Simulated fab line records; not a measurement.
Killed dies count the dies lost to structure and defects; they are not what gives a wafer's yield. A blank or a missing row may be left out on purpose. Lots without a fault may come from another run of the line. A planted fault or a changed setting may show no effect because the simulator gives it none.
Chamber matching    flow n5Finfet    4 sister chambers for N5_DUMMY_GATE_ETCH_36 on rieDiel-03
The step etches SiARC in CF4, target depth 13 nm. 18 wafers are shown with their chamber, then 9 later ones without.

== WAFERS, EACH WITH ITS CHAMBER ==
wafer   chamber  showerheadPlenumPTorr (Torr)  drypumpMotorCurrentA (A)  throttleValvePct (%)
L076.3  2        2.06                          5.2                       15.2
L076.4  3        2.21                          5.9                       16.0
L076.6  0        2.28                          5.2                       15.2
L078.2  3        2.21                          5.9                       16.0
L078.4  1        2.26                          6.0                       15.1
L078.5  0        2.28                          5.3                       15.2
L080.1  2        2.06                          5.2                       15.2
L080.4  3        2.21                          5.8                       16.0
L080.6  2        2.06                          5.2                       15.2
L084.1  3        2.21                          5.9                       16.0
L084.5  1        2.26                          6.0                       15.2
L084.6  2        2.06                          5.2                       15.2
L088.2  2        2.05                          5.2                       15.3
L088.5  3        2.20                          5.9                       16.0
L088.6  2        2.06                          5.2                       15.3
L093.1  1        2.26                          6.0                       15.2
L093.2  0        2.27                          5.2                       15.2
L093.3  2        2.05                          5.2                       15.2

SIGNATURES (averages over the wafers above)
reading                chamber 0  chamber 1  chamber 2  chamber 3  scatter within a chamber
showerheadPlenumPTorr  2.2767     2.2600     2.0571     2.2080     0.00455
drypumpMotorCurrentA   5.233      6.000      5.200      5.880      0.0324
throttleValvePct       15.200     15.167     15.229     16.000     0.0387
Rule: a wafer lies at a distance from a chamber equal to the root of the sum of squares, over the readings, of (its reading less the chamber's mean, divided by the reading's scatter). If the next closest chamber is less than 2 further off than the closest, the wafer can't be placed; otherwise it belongs to the closest. The scatter is the square root of a quotient: the sum, over the shown wafers, of each reading's squared deviation from its chamber's mean, divided by wafers minus chambers.

== WAFERS WITH NO CHAMBER GIVEN ==
wafer   showerheadPlenumPTorr (Torr)  drypumpMotorCurrentA (A)  throttleValvePct (%)
L094.4  2.05                          5.2                       15.3
L094.5  2.20                          5.9                       16.0
L094.6  2.27                          5.2                       15.2
L095.2  2.26                          6.0                       15.2
L095.4  2.20                          5.9                       16.0
L095.5  2.05                          5.2                       15.3
L096.1  2.05                          5.2                       15.3
L096.2  2.27                          5.3                       15.2
L096.4  2.20                          5.9                       16.0

== THE CHAMBER EACH PASSED THROUGH ==
wafer   from the rows above  in truth
L094.4  2                    2
L094.5  3                    3
L094.6  0                    0
L095.2  1                    1
L095.4  3                    3
L095.5  2                    2
L096.1  2                    2
L096.2  0                    0
L096.4  3                    3
Correctly placed: 9 of 9. Number that these rows cannot place: 0. Placed wrongly: 0.
